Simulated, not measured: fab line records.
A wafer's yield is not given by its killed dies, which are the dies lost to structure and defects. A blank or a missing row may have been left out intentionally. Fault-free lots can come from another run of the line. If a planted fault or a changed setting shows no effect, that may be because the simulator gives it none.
Split-lot trial || flow n5-finfet || 39 wafers read across 7 lots, on a route 1938 steps long

ABOUT THE SPLIT
At N5_BEOL_M11_DESCUM_16 (chemistry O2, time 7.9 s), the setting time-s was moved away from the recipe's 7.9 s on 12 of the 39 wafers read, by -58.1% to +53.7%. The other wafers ran this setting at the recipe's value.

The split's own step is where the reading is taken.

THE READING
CAR-ArF_of_BEOL_M11_COAT_05.thk-nm (the simulator's own value, which no gauge read), in nm, at N5_BEOL_M11_DESCUM_16 (chemistry O2, time 7.9 s). There is no usual value for it anywhere in the file. The 27 wafers here that ran the recipe average 83.4 nm, standard deviation 0.18 nm.

{"wafer": "L076.1", "tool, chamber at the split": "rie-diel-06, 3", "time-s as run, s": 7.9, "against the recipe": "recipe", "CAR-ArF_of_BEOL_M11_COAT_05.thk-nm, nm": 83, "against lot-mates on the recipe": "-"}
{"wafer": "L076.2", "tool, chamber at the split": "rie-diel-06, 1", "time-s as run, s": 7.9, "against the recipe": "recipe", "CAR-ArF_of_BEOL_M11_COAT_05.thk-nm, nm": 83.2, "against lot-mates on the recipe": "-"}
{"wafer": "L076.3", "tool, chamber at the split": "rie-diel-06, 2", "time-s as run, s": 7.9, "against the recipe": "recipe", "CAR-ArF_of_BEOL_M11_COAT_05.thk-nm, nm": 83.4, "against lot-mates on the recipe": "-"}
{"wafer": "L076.4", "tool, chamber at the split": "rie-diel-06, 0", "time-s as run, s": 3.31, "against the recipe": "-58.1%", "CAR-ArF_of_BEOL_M11_COAT_05.thk-nm, nm": 85.8, "against lot-mates on the recipe": "+2.6"}
{"wafer": "L076.6", "tool, chamber at the split": "rie-diel-06, 0", "time-s as run, s": 3.31, "against the recipe": "-58.1%", "CAR-ArF_of_BEOL_M11_COAT_05.thk-nm, nm": 85.8, "against lot-mates on the recipe": "+2.6"}
{"wafer": "L076.5", "tool, chamber at the split": "rie-diel-06, 3", "time-s as run, s": 3.31, "against the recipe": "-58.1%", "CAR-ArF_of_BEOL_M11_COAT_05.thk-nm, nm": 86, "against lot-mates on the recipe": "+2.8"}
{"wafer": "L078.1", "tool, chamber at the split": "rie-diel-03, 2", "time-s as run, s": 7.9, "against the recipe": "recipe", "CAR-ArF_of_BEOL_M11_COAT_05.thk-nm, nm": 83.8, "against lot-mates on the recipe": "-"}
{"wafer": "L078.2", "tool, chamber at the split": "rie-diel-03, 1,0", "time-s as run, s": 7.9, "against the recipe": "recipe", "CAR-ArF_of_BEOL_M11_COAT_05.thk-nm, nm": 83.4, "against lot-mates on the recipe": "-"}
{"wafer": "L078.3", "tool, chamber at the split": "rie-diel-03, 1,0", "time-s as run, s": 7.9, "against the recipe": "recipe", "CAR-ArF_of_BEOL_M11_COAT_05.thk-nm, nm": 83.4, "against lot-mates on the recipe": "-"}
{"wafer": "L078.4", "tool, chamber at the split": "rie-diel-03, 3,1", "time-s as run, s": 11.55, "against the recipe": "+46.2%", "CAR-ArF_of_BEOL_M11_COAT_05.thk-nm, nm": 81.2, "against lot-mates on the recipe": -2.3}
{"wafer": "L078.5", "tool, chamber at the split": "rie-diel-03, 3,1", "time-s as run, s": 11.55, "against the recipe": "+46.2%", "CAR-ArF_of_BEOL_M11_COAT_05.thk-nm, nm": 81.2, "against lot-mates on the recipe": -2.3}
{"wafer": "L078.6", "tool, chamber at the split": "rie-diel-03, 2", "time-s as run, s": 11.55, "against the recipe": "+46.2%", "CAR-ArF_of_BEOL_M11_COAT_05.thk-nm, nm": 81.4, "against lot-mates on the recipe": -2.1}
{"wafer": "L081.1", "tool, chamber at the split": "rie-diel-03, 2", "time-s as run, s": 7.9, "against the recipe": "recipe", "CAR-ArF_of_BEOL_M11_COAT_05.thk-nm, nm": 83.4, "against lot-mates on the recipe": "-"}
{"wafer": "L081.2", "tool, chamber at the split": "rie-diel-03, 1,0", "time-s as run, s": 7.9, "against the recipe": "recipe", "CAR-ArF_of_BEOL_M11_COAT_05.thk-nm, nm": 83.2, "against lot-mates on the recipe": "-"}
{"wafer": "L081.4", "tool, chamber at the split": "rie-diel-03, 1,0", "time-s as run, s": 7.9, "against the recipe": "recipe", "CAR-ArF_of_BEOL_M11_COAT_05.thk-nm, nm": 83.2, "against lot-mates on the recipe": "-"}
{"wafer": "L081.3", "tool, chamber at the split": "rie-diel-03, 3,0", "time-s as run, s": 12.14, "against the recipe": "+53.7%", "CAR-ArF_of_BEOL_M11_COAT_05.thk-nm, nm": 80.8, "against lot-mates on the recipe": -2.5}
{"wafer": "L081.6", "tool, chamber at the split": "rie-diel-03, 3,0", "time-s as run, s": 12.14, "against the recipe": "+53.7%", "CAR-ArF_of_BEOL_M11_COAT_05.thk-nm, nm": 80.8, "against lot-mates on the recipe": -2.5}
{"wafer": "L081.5", "tool, chamber at the split": "rie-diel-03, 3", "time-s as run, s": 12.14, "against the recipe": "+53.7%", "CAR-ArF_of_BEOL_M11_COAT_05.thk-nm, nm": 80.6, "against lot-mates on the recipe": -2.7}
{"wafer": "L084.1", "tool, chamber at the split": "rie-diel-06, 0,2", "time-s as run, s": 3.817, "against the recipe": "-51.7%", "CAR-ArF_of_BEOL_M11_COAT_05.thk-nm, nm": 86, "against lot-mates on the recipe": "+2.6"}
{"wafer": "L084.2", "tool, chamber at the split": "rie-diel-06, 0,2", "time-s as run, s": 3.817, "against the recipe": "-51.7%", "CAR-ArF_of_BEOL_M11_COAT_05.thk-nm, nm": 86, "against lot-mates on the recipe": "+2.6"}
{"wafer": "L084.3", "tool, chamber at the split": "rie-diel-06, 3", "time-s as run, s": 7.9, "against the recipe": "recipe", "CAR-ArF_of_BEOL_M11_COAT_05.thk-nm, nm": 83.2, "against lot-mates on the recipe": "-"}
{"wafer": "L084.4", "tool, chamber at the split": "rie-diel-06, 1", "time-s as run, s": 7.9, "against the recipe": "recipe", "CAR-ArF_of_BEOL_M11_COAT_05.thk-nm, nm": 83.6, "against lot-mates on the recipe": "-"}
{"wafer": "L084.5", "tool, chamber at the split": "rie-diel-06, 2", "time-s as run, s": 7.9, "against the recipe": "recipe", "CAR-ArF_of_BEOL_M11_COAT_05.thk-nm, nm": 83.4, "against lot-mates on the recipe": "-"}
{"wafer": "L084.6", "tool, chamber at the split": "rie-diel-06, 3", "time-s as run, s": 3.817, "against the recipe": "-51.7%", "CAR-ArF_of_BEOL_M11_COAT_05.thk-nm, nm": 85.8, "against lot-mates on the recipe": "+2.4"}
{"wafer": "L089.1", "tool, chamber at the split": "rie-diel-03, 2,1,3", "time-s as run, s": 7.9, "against the recipe": "recipe", "CAR-ArF_of_BEOL_M11_COAT_05.thk-nm, nm": 83.6, "against lot-mates on the recipe": "-"}
{"wafer": "L089.4", "tool, chamber at the split": "rie-diel-03, 2,1,3", "time-s as run, s": 7.9, "against the recipe": "recipe", "CAR-ArF_of_BEOL_M11_COAT_05.thk-nm, nm": 83.6, "against lot-mates on the recipe": "-"}
{"wafer": "L089.5", "tool, chamber at the split": "rie-diel-03, 2,1,3", "time-s as run, s": 7.9, "against the recipe": "recipe", "CAR-ArF_of_BEOL_M11_COAT_05.thk-nm, nm": 83.6, "against lot-mates on the recipe": "-"}
{"wafer": "L089.2", "tool, chamber at the split": "rie-diel-03, 0", "time-s as run, s": 7.9, "against the recipe": "recipe", "CAR-ArF_of_BEOL_M11_COAT_05.thk-nm, nm": 83.2, "against lot-mates on the recipe": "-"}
{"wafer": "L089.3", "tool, chamber at the split": "rie-diel-03, 3,0", "time-s as run, s": 7.9, "against the recipe": "recipe", "CAR-ArF_of_BEOL_M11_COAT_05.thk-nm, nm": 83.4, "against lot-mates on the recipe": "-"}
{"wafer": "L089.6", "tool, chamber at the split": "rie-diel-03, 3,0", "time-s as run, s": 7.9, "against the recipe": "recipe", "CAR-ArF_of_BEOL_M11_COAT_05.thk-nm, nm": 83.4, "against lot-mates on the recipe": "-"}
{"wafer": "L091.1", "tool, chamber at the split": "rie-diel-03, 2,0", "time-s as run, s": 7.9, "against the recipe": "recipe", "CAR-ArF_of_BEOL_M11_COAT_05.thk-nm, nm": 83.6, "against lot-mates on the recipe": "-"}
{"wafer": "L091.4", "tool, chamber at the split": "rie-diel-03, 2,0", "time-s as run, s": 7.9, "against the recipe": "recipe", "CAR-ArF_of_BEOL_M11_COAT_05.thk-nm, nm": 83.6, "against lot-mates on the recipe": "-"}
{"wafer": "L091.2", "tool, chamber at the split": "rie-diel-03, 3,1,1", "time-s as run, s": 7.9, "against the recipe": "recipe", "CAR-ArF_of_BEOL_M11_COAT_05.thk-nm, nm": 83.2, "against lot-mates on the recipe": "-"}
{"wafer": "L091.3", "tool, chamber at the split": "rie-diel-03, 3,1,1", "time-s as run, s": 7.9, "against the recipe": "recipe", "CAR-ArF_of_BEOL_M11_COAT_05.thk-nm, nm": 83.2, "against lot-mates on the recipe": "-"}
{"wafer": "L091.6", "tool, chamber at the split": "rie-diel-03, 3,1,1", "time-s as run, s": 7.9, "against the recipe": "recipe", "CAR-ArF_of_BEOL_M11_COAT_05.thk-nm, nm": 83.2, "against lot-mates on the recipe": "-"}
{"wafer": "L091.5", "tool, chamber at the split": "rie-diel-03, 0", "time-s as run, s": 7.9, "against the recipe": "recipe", "CAR-ArF_of_BEOL_M11_COAT_05.thk-nm, nm": 83.4, "against lot-mates on the recipe": "-"}
{"wafer": "L092.1", "tool, chamber at the split": "rie-diel-03, 0,1", "time-s as run, s": 7.9, "against the recipe": "recipe", "CAR-ArF_of_BEOL_M11_COAT_05.thk-nm, nm": 83.4, "against lot-mates on the recipe": "-"}
{"wafer": "L092.2", "tool, chamber at the split": "rie-diel-03, 0,1", "time-s as run, s": 7.9, "against the recipe": "recipe", "CAR-ArF_of_BEOL_M11_COAT_05.thk-nm, nm": 83.4, "against lot-mates on the recipe": "-"}
{"wafer": "L092.6", "tool, chamber at the split": "rie-diel-03, 2", "time-s as run, s": 7.9, "against the recipe": "recipe", "CAR-ArF_of_BEOL_M11_COAT_05.thk-nm, nm": 83.6, "against lot-mates on the recipe": "-"}
If several chambers appear in one row, that row covers several wafers at once and the file leaves open which wafer was in which chamber.

THE FIT
A straight line over all 39 wafers: CAR-ArF_of_BEOL_M11_COAT_05.thk-nm changes by -0.0467 nm for each +1% of time-s; r = -0.99; the points scatter about the line by 0.19 nm.
The same after taking each lot's own level away (the mean of its wafers on the recipe; 39 wafers): -0.0476 nm for each +1%; r = -0.99; scatter 0.15 nm.
According to that fit, moving time-s by its largest amount changes the reading by 2.8 nm.
Measured against the standard deviation above, the lots' own levels, which go from 83.20 to 83.53 nm, span 1.8 times it.
So the lot-to-lot level changes the slope little: the two slopes agree.
Check: with one of the wafers moved furthest among these (-58.1%) left out of the fit, the line predicts +2.78 nm for it against its lot-mates. Against them it came out at +2.6 nm.

OTHER SPLITS ON THESE WAFERS
Before the reading, these wafers also passed through other splits. Each is held against what the fit with the lots' levels taken away leaves over:
{"other split on the same wafers": "N5_BEOL_M6_ILD_DEP_00 time-s", "wafers away from the commonest value": 6, "r with CAR-ArF_of_BEOL_M11_COAT_05.thk-nm (lot level and that fit taken away)": -0.05}

THE FILE'S OWN FIT
CAR-ArF_of_BEOL_M11_COAT_05.thk-nm changes by -0.0476 nm for each +1% of time-s, r = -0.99.
